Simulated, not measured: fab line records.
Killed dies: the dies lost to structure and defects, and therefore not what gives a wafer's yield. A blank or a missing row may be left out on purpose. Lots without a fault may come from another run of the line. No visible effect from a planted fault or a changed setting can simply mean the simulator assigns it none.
Code-filled problem report in 8D (eight disciplines) form	flow n5 finfet	the parts of the form that need people (team, actions taken, sign-off) are left out

1. WHAT IS WRONG
Wafers without a fault read 32, standard deviation 9.7; killed_at_M0_to_M3 at N5_PASSIVATION_PROBE_49 reads a mean of 233 on 6 wafers belonging to 2 lots. Relative to the usual mean, that is a shift of +21 standard deviations.
The first sign was on wafer L572.3 at day 17 16:02, on prober-01. Wafers with a number at this step in the record: 7, from 3 lots. Rule for "out", or "out of limits": more than 4 standard deviations from the usual mean. The other wafers with a number count as sound.

2. WHAT IT IS, AND WHAT IT ISN'T
question	is	is not
which readings at this step	killed_at_M0_to_M3, defect limited yield, killed dies, sort_bin_5_function, sort_bin_6_memory, sort n pass, sort yield pct	killed_at_M4_up, killed at contacts, killed at front end, killed at other, killed short
which lots	L572, L576	L571
which wafers of those lots	all that have a number	-
read on which tools	prober-01, prober-02	-
when	from day 17 16:02	up to then (1 sound wafer)

3. SUSPECTS, AND WHAT RULES EACH OUT
Counting: a tool at a process step up to the reading stays a suspect if it ran every lot that is out and no sound lot after the first of them.
- pvd sputter-03 at N5_BEOL_M0_ANNEAL_117 (time 60 s): kept. It ran every lot that is out, first L572 (day 10 09:53), and no sound lot after that; its last sound lot up to then is L571 (day 10 00:34).
- pvd sputter-03 at N5_BEOL_M0_SPUTTER_141 (material Cu, target thk 4 nm, time 7.37 s): kept. It ran every lot that is out, first L572 (day 10 10:10), and no sound lot after that; its last sound lot up to then is L571 (day 10 00:50).
- ecd cu-01 at N5_BEOL_M0_ECD_118 (material Cu, target thk 300 nm): kept. It ran every lot that is out, first L572 (day 10 10:17), and no sound lot after that; its last sound lot up to then is L571 (day 10 00:58).
- cmp-02 at N5_BEOL_M0_CMP_120 (polishes, stops on SiOC, t overpolish 6.9 s): kept. It ran every lot that is out, first L572 (day 10 10:50), and no sound lot after that; its last sound lot up to then is L571 (day 10 02:09).
- rie diel-01 at N5_BEOL_M1_ETCH_64 (etches SOC in N2/H2, target depth 75 nm, overetch 15 nm, time 112.5 s): kept. It ran every lot that is out, first L572 (day 10 13:17), and no sound lot after that.
Left after counting: pvd sputter-03 at N5_BEOL_M0_ANNEAL_117, pvd sputter-03 at N5_BEOL_M0_SPUTTER_141, ecd cu-01 at N5_BEOL_M0_ECD_118, cmp-02 at N5_BEOL_M0_CMP_120, rie diel-01 at N5_BEOL_M1_ETCH_64.

4. THE CAUSE (what the simulator had put in)
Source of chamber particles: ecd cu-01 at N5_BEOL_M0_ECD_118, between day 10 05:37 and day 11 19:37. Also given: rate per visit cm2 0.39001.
This tool is one of the 5 suspects left after counting.

5. SEQUENCE OF EFFECTS, ordered by route
Each row: a reading where the mean over the struck wafers with a number is more than 3 standard deviations away from the usual. Only readings whose record carries a usual standard deviation are examined. hours: median over the lots of the time between each lot's start at the first step of this table that gives one and its start at this step. sigmas: the change, counted in usual standard deviations.
hours	step	reading	usual	on struck wafers	change	sigmas
0	N5_PASSIVATION_PROBE_49	defect limited yield	91.1 %	74.7	-16.4	-13
0	N5_PASSIVATION_PROBE_49	killed_at_M0_to_M3	32	233	+201	+21
0	N5_PASSIVATION_PROBE_49	killed dies	104	299	+195	+12
0	N5_PASSIVATION_PROBE_49	killed on rim	14	41	+27	+6.7
0	N5_PASSIVATION_PROBE_49	sort_bin_5_function	5.1 %	14.7	+9.6	+11
0	N5_PASSIVATION_PROBE_49	sort_bin_6_memory	3.3 %	8.9	+5.6	+8.4
0	N5_PASSIVATION_PROBE_49	sort n pass	1075	881	-194	-12
0	N5_PASSIVATION_PROBE_49	sort yield pct	91.1 %	74.7	-16.4	-12
The process steps in it:
- N5_PASSIVATION_PROBE_49

6. HOW IT WOULD HAVE BEEN CAUGHT EARLIER
First out-of-limits reading in this record: day 17 16:02, which is 178 hours after fault onset at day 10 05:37.
All the lots that are out (2) had begun N5_BEOL_M0_ECD_118 on ecd cu-01 by day 17 16:02. Had the tool been put on hold then, not one of them would have been saved.
